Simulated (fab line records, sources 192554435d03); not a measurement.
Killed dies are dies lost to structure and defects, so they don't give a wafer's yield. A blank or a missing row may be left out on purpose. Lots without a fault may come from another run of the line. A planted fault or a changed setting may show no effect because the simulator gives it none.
Split-lot experiment | flow n5_finfet | 7 lots, 21 wafers read, on a route of 1938 steps

THE SPLIT
At N5_ZERO_LAYER_EXPOSE_08 (exposes mask ZERO, defocus 0 nm, target cd 2000 nm), the setting dose_mj was moved away from the recipe's 16.2 on 6 of the 21 wafers read, by -6.9% to -4.3%. The other wafers ran this setting at the recipe's value.

FROM THE SPLIT TO THE READING: what the file shows between them, 2 steps
- N5_ZERO_LAYER_DEVELOP_10: develop time 60 s (also split here: develop_time_s)
- N5_ZERO_LAYER_HARDBAKE_23: time 120 s

THE READING
cd_nm, in nm, at N5_ZERO_LAYER_CD_MEAS_11 (target cd 2000 nm). Fault-free wafers of this fab line usually give 2000.2 nm, standard deviation 2.7 nm.

wafer  | tool, chamber at the split | dose_mj as run | against the recipe | cd_nm, nm | against lot-mates on the recipe
L074.4 | krf_scanner-01, 0          | 15.51          | -4.3%              | 1990.6    | -6.6
L074.5 | krf_scanner-01, 0          | 16.2           | recipe             | 1997.2    | -
L074.6 | krf_scanner-01, 0          | 15.51          | -4.3%              | 1992.4    | -4.8
L081.1 | krf_scanner-01, 0          | 16.2           | recipe             | 2007.8    | -
L081.5 | krf_scanner-01, 0          | 16.2           | recipe             | 2002.6    | -
L081.6 | krf_scanner-01, 0          | 16.2           | recipe             | 2004.6    | -
L084.2 | krf_scanner-02, 0          | 15.43          | -4.8%              | 1988.1    | -8.6
L084.4 | krf_scanner-02, 0          | 15.43          | -4.8%              | 1989.5    | -7.2
L084.6 | krf_scanner-02, 0          | 16.2           | recipe             | 1996.7    | -
L086.2 | krf_scanner-01, 0          | 16.2           | recipe             | 2000.3    | -
L086.3 | krf_scanner-01, 0          | 16.2           | recipe             | 1999.2    | -
L086.4 | krf_scanner-01, 0          | 16.2           | recipe             | 1996.6    | -
L088.2 | krf_scanner-01, 0          | 16.2           | recipe             | 1992.0    | -
L088.4 | krf_scanner-01, 0          | 16.2           | recipe             | 1992.2    | -
L088.6 | krf_scanner-01, 0          | 16.2           | recipe             | 1995.5    | -
L093.1 | krf_scanner-01, 0          | 16.2           | recipe             | 1998.4    | -
L093.2 | krf_scanner-01, 0          | 16.2           | recipe             | 2002.8    | -
L093.3 | krf_scanner-01, 0          | 16.2           | recipe             | 2003.7    | -
L094.2 | krf_scanner-01, 0          | 15.08          | -6.9%              | 1988.4    | -13.2
L094.3 | krf_scanner-01, 0          | 15.08          | -6.9%              | 1988.6    | -13.0
L094.4 | krf_scanner-01, 0          | 16.2           | recipe             | 2001.6    | -

THE FIT
A straight line over all 21 wafers: cd_nm changes by +1.79 nm for each +1% of dose_mj; r = +0.76; the points scatter about the line by 4 nm.
The same after taking each lot's own level away (the mean of its wafers on the recipe; 21 wafers): +1.74 nm for each +1%; r = +0.94; scatter 1.7 nm.
On that fit, the largest move of dose_mj shifts the reading by 12 nm.
The lots' own levels span 1993.23 to 2005.00 nm, that is 4.4 times the standard deviation above.
So the lot-to-lot level blurs the effect unless lot-mates are compared.
Check: with one of the wafers moved furthest among these (-6.9%) left out of the fit, the line predicts -11.4 nm for it against its lot-mates. It came out at -13.2 nm against them.

OTHER SPLITS ON THESE WAFERS
These wafers also went through other splits before the reading. Each is held against what the fit with the lots' levels taken away leaves over:
other split on the same wafers          | wafers away from the commonest value | r with cd_nm (lot level and that fit taken away)
N5_ZERO_LAYER_DEVELOP_10 develop_time_s | 10                                   | +0.25

THE WHOLE CHAIN: every reading that the file lists as answering this split, in the file's order
step                     | what it does                                         | reading                                                           | change (the file's fit)              | r (the file's)
N5_ZERO_LAYER_CD_MEAS_11 | target cd 2000 nm                                    | cd_nm                                                             | +1.72 nm for each +1% of the setting | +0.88
N5_ZERO_LAYER_DESCUM_16  | chemistry O2, time 7.9 s                             | ZERO_LAYER.cd_nm (the simulator's own value, which no gauge read) | +1.73 nm for each +1% of the setting | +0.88
N5_ZERO_LAYER_ETCH_18    | etches Si in HBr/Cl2, target depth 120 nm, time 40 s | ZERO_LAYER.cd_nm (the simulator's own value, which no gauge read) | +1.75 nm for each +1% of the setting | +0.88

THE FILE'S OWN FIT
cd_nm changes by +1.72 nm for each +1% of dose_mj, r = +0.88.
